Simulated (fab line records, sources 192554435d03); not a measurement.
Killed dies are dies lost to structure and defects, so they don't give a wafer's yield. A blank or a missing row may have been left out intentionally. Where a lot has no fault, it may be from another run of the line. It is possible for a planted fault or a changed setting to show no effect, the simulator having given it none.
Chamber matching | flow n5Finfet | 4 sister chambers for N5_HKMG_FIN_ALD_71 on aldMetal-03
The step deposits TiN, target thk 1 nm, pulse time 1 s, purge time 3 s. 24 wafers are shown with their chamber, then 12 later ones without.

## WAFERS, EACH WITH ITS CHAMBER
wafer  | chamber | heaterPowerW (W) | precursorPulseHeightRel
L074.2 | 0       | 1040             | 1.002
L074.5 | 3       | 840              | 1.005
L074.6 | 2       | 930              | 1.025
L075.1 | 0       | 1022             | 0.984
L075.2 | 3       | 833              | 1.030
L075.6 | 3       | 846              | 1.009
L076.3 | 3       | 827              | 0.999
L076.5 | 1       | 759              | 0.989
L076.6 | 2       | 917              | 0.976
L077.1 | 0       | 1039             | 0.985
L077.3 | 2       | 928              | 0.989
L077.6 | 1       | 751              | 0.990
L080.3 | 2       | 897              | 1.018
L080.4 | 3       | 862              | 0.979
L080.5 | 2       | 915              | 1.023
L081.1 | 0       | 1056             | 1.006
L081.2 | 3       | 830              | 1.031
L081.5 | 2       | 913              | 1.010
L086.3 | 0       | 1026             | 0.961
L086.5 | 1       | 752              | 1.035
L086.6 | 0       | 1009             | 1.030
L089.1 | 3       | 848              | 0.997
L089.3 | 0       | 1030             | 0.990
L089.4 | 1       | 772              | 1.015

SIGNATURES, as means of the wafers listed above
reading                 | chamber 0 | chamber 1 | chamber 2 | chamber 3 | scatter within a chamber
heaterPowerW            | 1031.71   | 758.50    | 916.67    | 840.86    | 12.7
precursorPulseHeightRel | 0.99400   | 1.00725   | 1.00683   | 1.00714   | 0.0204
Rule: a wafer lies at a distance from a chamber equal to the root of the sum of squares, over the readings, of (its reading less the chamber's mean, divided by the reading's scatter). The wafer belongs to the nearest chamber; if the next one is less than 2 further off, it can't be placed. The scatter: the root of (the sum of the squares of (reading less its chamber's mean) over the shown wafers, divided by (wafers less chambers)).

## WAFERS MISSING THEIR CHAMBER
wafer  | heaterPowerW (W) | precursorPulseHeightRel
L091.2 | 1061             | 0.991
L091.4 | 912              | 1.009
L091.6 | 842              | 0.989
L093.2 | 908              | 0.994
L093.3 | 829              | 1.010
L093.4 | 742              | 1.000
L095.4 | 1019             | 1.016
L095.5 | 925              | 0.981
L095.6 | 837              | 1.005
L097.1 | 1040             | 1.012
L097.4 | 750              | 0.982
L097.5 | 1040             | 0.976

## CHAMBER TAKEN BY EACH
wafer  | from the rows above | in truth
L091.2 | 0                   | 0
L091.4 | 2                   | 2
L091.6 | 3                   | 3
L093.2 | 2                   | 2
L093.3 | 3                   | 3
L093.4 | 1                   | 1
L095.4 | 0                   | 0
L095.5 | 2                   | 2
L095.6 | 3                   | 3
L097.1 | 0                   | 0
L097.4 | 1                   | 1
L097.5 | 0                   | 0
Correct placement for 12 of the 12. Not placeable from these rows: 0. Placed wrongly: 0.
